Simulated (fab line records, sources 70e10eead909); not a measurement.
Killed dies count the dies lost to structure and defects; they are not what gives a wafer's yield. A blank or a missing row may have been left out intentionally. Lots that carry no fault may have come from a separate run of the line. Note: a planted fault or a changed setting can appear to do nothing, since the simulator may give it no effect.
Matching of chambers | flow nand-harc | NHARC_A_CHANNEL_HOLE_D1_ETCH_44 on rie-diel-07: 4 sister chambers
The step etches the open film in CF4/O2, target depth 140 nm, overetch 14 nm, time 77 s. 20 wafers are shown with their chamber, then 10 later ones without.

WAFERS PAIRED WITH THEIR CHAMBERS
wafer  | chamber | showerhead-plenum-p-Torr (Torr) | drypump-motor-current-A (A) | rf-vpp-V (V)
L079.3 | 0       | 1.27                            | 5.5                         | 197.8
L079.4 | 0       | 1.27                            | 5.5                         | 195.4
L079.6 | 2       | 1.34                            | 6.3                         | 198.8
L081.2 | 3       | 1.29                            | 6.1                         | 198.2
L081.3 | 2       | 1.34                            | 6.3                         | 197.0
L081.6 | 2       | 1.34                            | 6.3                         | 199.5
L082.2 | 3       | 1.28                            | 6.1                         | 196.1
L082.3 | 1       | 1.41                            | 6.0                         | 200.2
L082.4 | 0       | 1.27                            | 5.5                         | 197.0
L083.1 | 1       | 1.41                            | 6.1                         | 199.3
L083.2 | 0       | 1.27                            | 5.5                         | 196.5
L083.3 | 2       | 1.34                            | 6.3                         | 198.8
L084.1 | 1       | 1.41                            | 6.1                         | 199.0
L084.2 | 0       | 1.27                            | 5.5                         | 194.8
L084.5 | 2       | 1.34                            | 6.3                         | 196.7
L087.2 | 1       | 1.41                            | 6.0                         | 199.4
L087.4 | 1       | 1.41                            | 6.1                         | 198.4
L087.5 | 3       | 1.28                            | 6.1                         | 197.1
L089.2 | 3       | 1.28                            | 6.1                         | 196.9
L089.5 | 0       | 1.27                            | 5.5                         | 196.9

SIGNATURES, as means of the wafers listed above
reading                  | chamber 0 | chamber 1 | chamber 2 | chamber 3 | scatter within a chamber
showerhead-plenum-p-Torr | 1.2700    | 1.4100    | 1.3400    | 1.2825    | 0.00217
drypump-motor-current-A  | 5.500     | 6.060     | 6.300     | 6.100     | 0.0274
rf-vpp-V                 | 196.400   | 199.260   | 198.160   | 197.075   | 1.01
Rule: a wafer's distance from a chamber is the root of the sum, over the readings, of the square of ((its reading less the chamber's mean) divided by the reading's scatter). If the next closest chamber is less than 2 further off than the closest, the wafer can't be placed; otherwise it belongs to the closest. The scatter: the root of (the sum of the squares of (reading less its chamber's mean) over the shown wafers, divided by (wafers less chambers)).

WAFERS MISSING THEIR CHAMBER
wafer  | showerhead-plenum-p-Torr (Torr) | drypump-motor-current-A (A) | rf-vpp-V (V)
L089.6 | 1.28                            | 6.1                         | 197.3
L090.2 | 1.27                            | 5.5                         | 197.2
L090.5 | 1.28                            | 6.1                         | 195.6
L090.6 | 1.27                            | 5.5                         | 196.3
L091.1 | 1.41                            | 6.1                         | 198.3
L091.5 | 1.34                            | 6.3                         | 196.5
L091.6 | 1.28                            | 6.1                         | 195.4
L092.2 | 1.27                            | 5.5                         | 196.7
L092.3 | 1.41                            | 6.1                         | 199.6
L092.4 | 1.34                            | 6.3                         | 197.4

EACH ONE'S CHAMBER
wafer  | from the rows above | in truth
L089.6 | 3                   | 3
L090.2 | 0                   | 0
L090.5 | 3                   | 3
L090.6 | 0                   | 0
L091.1 | 1                   | 1
L091.5 | 2                   | 2
L091.6 | 3                   | 3
L092.2 | 0                   | 0
L092.3 | 1                   | 1
L092.4 | 2                   | 2
Correctly placed: 10 of 10. From these rows, 0 cannot be placed. Number placed wrongly: 0.
